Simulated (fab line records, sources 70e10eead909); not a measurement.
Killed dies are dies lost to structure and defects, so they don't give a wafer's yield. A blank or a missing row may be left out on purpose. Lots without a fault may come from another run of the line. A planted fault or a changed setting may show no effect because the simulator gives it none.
One fault seen from 3 desks | flow nand_harc | each desk has only its own numbers; what lay behind them comes last

THE TOOL OWNER'S DESK: rie_diel-13
The tool's own readings at NHARC_A_CHANNEL_HOLE_D1_ETCH_34 (etches the open film in CF4/CHF3, target depth 154 nm, time 77 s): means of the sampled wafers that have a number, for each lot that ran on this tool. A lot is out of limits, marked OUT, if its mean lies more than 4 standard deviations from the usual mean; the brackets give that distance.
Columns: A = drypump_motor_current_A at NHARC_A_CHANNEL_HOLE_D1_ETCH_34, usual 5.8 A; B = oes_product_au at NHARC_A_CHANNEL_HOLE_D1_ETCH_34, usual 0.943 a.u.; C = rf_vpp_V at NHARC_A_CHANNEL_HOLE_D1_ETCH_34, usual 370.8 V; D = showerhead_plenum_p_Torr at NHARC_A_CHANNEL_HOLE_D1_ETCH_34, usual 1.58 Torr; E = throttle_valve_pct at NHARC_A_CHANNEL_HOLE_D1_ETCH_34, usual 16.802 %
lot  | first seen here | A   | B                | C     | D    | E
L178 | day 10 06:02    | 6.0 | 0.969            | 370.3 | 1.58 | 16.800
L181 | day 11 16:31    | 5.7 | 0.908            | 371.5 | 1.60 | 16.810
L185 | day 13 03:41    | 5.8 | 0.825 (-4.5) OUT | 370.3 | 1.54 | 16.803
L186 | day 13 21:28    | 5.5 | 0.827 (-4.5) OUT | 369.7 | 1.54 | 16.793
L196 | day 17 13:17    | 5.8 | 0.953            | 370.8 | 1.57 | 16.802
L197 | day 17 20:57    | 6.3 | 0.930            | 370.0 | 1.54 | 16.795
This desk's finding: out of limits on L185, L186; first on L185, day 13 03:41 (oes_product_au at NHARC_A_CHANNEL_HOLE_D1_ETCH_34). In limits: L178, L181, L196, L197.

THE METROLOGY DESK
What the gauges read, lot by lot, whatever tool the lot ran on: means of the sampled wafers that have a number. A lot is out of limits, marked OUT, if its mean lies more than 4 standard deviations from the usual mean; the brackets give that distance.
Columns: A = thk_nm at NHARC_A_ONON_D1_THK_MEAS_14, usual 999 nm
lot  | first seen here | A
L174 | day 7 16:11     | 1002
L175 | day 8 08:50     | 1026
L176 | day 8 19:30     | 1006
L177 | day 8 19:40     | 985
L178 | day 9 12:25     | 993
L181 | day 10 22:38    | 973
L185 | day 12 09:58    | 996
L186 | day 13 03:22    | 992
L189 | day 13 19:09    | 989
L190 | day 14 12:31    | 1001
L193 | day 15 15:56    | 1006
L195 | day 16 11:24    | 991
L196 | day 16 22:13    | 994
L197 | day 17 04:08    | 1004
This desk's finding: nothing out of limits on any of the 14 lots.

THE DEFECT DESK
What the inspections along the route counted, lot by lot: means of the sampled wafers that have a number. A lot is out of limits, marked OUT, if its mean lies more than 4 standard deviations from the usual mean; the brackets give that distance.
Columns: A = raw_defect_count at NHARC_A_ONON_D1_INSPECT_32, usual 76
lot  | first seen here | A
L174 | day 8 02:47     | 82
L175 | day 8 20:34     | 50
L176 | day 9 08:40     | 57
L177 | day 9 08:41     | 73
L178 | day 10 02:42    | 118
L181 | day 11 10:31    | 77
L185 | day 12 23:29    | 106
L186 | day 13 13:58    | 106
L189 | day 14 05:36    | 52
L190 | day 14 23:56    | 50
L193 | day 16 02:28    | 52
L195 | day 17 01:23    | 92
L196 | day 17 09:57    | 66
L197 | day 17 17:38    | 61
This desk's finding: nothing out of limits on any of the 14 lots.

PUT TOGETHER
The tool owner's desk could have raised an alarm at day 13 03:41, on L185, L186.
The metrology desk saw nothing out of limits.
The defect desk saw nothing out of limits.
The metrology desk has L185, L186 on record, within its limits.
The defect desk has L185, L186 on record, within its limits.
Of the lots named, all ran NHARC_A_CHANNEL_HOLE_D1_ETCH_34 on rie_diel-13.

WHAT THE SIMULATOR HAD PUT IN
Process parameter drift: rie_diel-13, from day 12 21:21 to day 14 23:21, at NHARC_A_CHANNEL_HOLE_D1_ETCH_34. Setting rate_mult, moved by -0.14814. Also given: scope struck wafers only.
Lots struck among those shown: L185, L186.
Hours from the fault's start to each desk's first reading out of limits: the tool owner's desk, 6.
